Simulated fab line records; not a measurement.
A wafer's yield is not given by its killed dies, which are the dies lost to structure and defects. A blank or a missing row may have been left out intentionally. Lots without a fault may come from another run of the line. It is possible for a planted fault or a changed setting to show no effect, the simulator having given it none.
Problem report, 8D (eight disciplines) form, completed by code -- flow n5_finfet -- the parts of the form that need people (team, actions taken, sign-off) are left out

## 1. THE PROBLEM
Wafers without a fault read 26.0 s, standard deviation 0.58; etch_rf_on_time_s at N5_BEOL_M3_ETCH_69 reads a mean of 31.8 s on 4 wafers belonging to 3 lots. Relative to the usual mean, that is a shift of +10 standard deviations.
The step: etches SiARC in CF4, target depth 15.6 nm, time 26 s.
First seen on wafer L285.5, day 10 18:06, on rie_diel-05. At this step, 26 wafers from 9 lots have a number in the record. The rule behind "out" and "out of limits": a value lying over 4 standard deviations away from the usual mean. All remaining wafers that have a number are taken as sound.

## 2. WHAT IT IS, WHAT IT ISN'T
question,is,is not
which readings at this step,etch_rf_on_time_s,"cf4_flow_sccm, drypump_motor_current_A, rf_vpp_V, showerhead_plenum_p_Torr, throttle_valve_pct"
which lots,"L285, L286, L287","L277, L280, L281, L294, L295, L296"
which wafers of those lots,"L285.5, L286.5, L287.1, L287.5","L285.3, L286.3, L286.6, L287.2"
read on which tools,rie_diel-05,"rie_diel-03, rie_diel-06"
when,from day 10 18:06,"up to then (10 sound wafers); but 12 sound wafers of L286, L287, L294, L295, L296 came after"

## 3. THE SUSPECTS, EACH WITH WHAT RULES IT OUT
Counting: a tool at a process step up to the reading stays a suspect if it ran every lot that is out. Sound lots after the first of them don't rule it out here, since some wafers of a struck lot are sound.
- rie_diel-05 at N5_BEOL_M3_ETCH_69 (etches SiARC in CF4, target depth 15.6 nm, time 26 s): kept. Ran every lot that is out, first one L285 (day 10 18:06); last sound lot up to then L281 (day 9 10:56). On those wafers its own readings are out: etch_rf_on_time_s.
Remaining after the count: rie_diel-05 at N5_BEOL_M3_ETCH_69.

## 4. THE CAUSE (what the simulator had put in)
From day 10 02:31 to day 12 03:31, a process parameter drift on rie_diel-05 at N5_BEOL_M3_ETCH_69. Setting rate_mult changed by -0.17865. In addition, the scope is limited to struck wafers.
Counting left only this tool.

## 5. THE CHAIN OF EFFECTS, in route order
One row per reading whose mean, taken over the struck wafers that have a number, lies over 3 standard deviations from the usual. Only readings for which the record gives a usual standard deviation are gone through. hours: the time from each lot's start at the first step in this table that gives one to its start at this step, as a median over the lots. sigmas: the change in usual standard deviations.
hours,step,reading,usual,on struck wafers,change,sigmas
0,N5_BEOL_M3_ETCH_69,etch_rf_on_time_s,26.0 s,31.8,+5.8,+10
Process steps it contains:
- N5_BEOL_M3_ETCH_69: etches SiARC in CF4, target depth 15.6 nm, time 26 s.
Later measuring or inspecting steps at which every struck wafer that the step has a row for has a number for every such reading, and none has moved that far: N5_BEOL_M4_RC_MEAS_101.

## 6. HOW IT WOULD HAVE BEEN CAUGHT EARLIER
16 hours passed between the start of the fault at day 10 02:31 and the first reading out of limits in this record, taken at day 10 18:06.
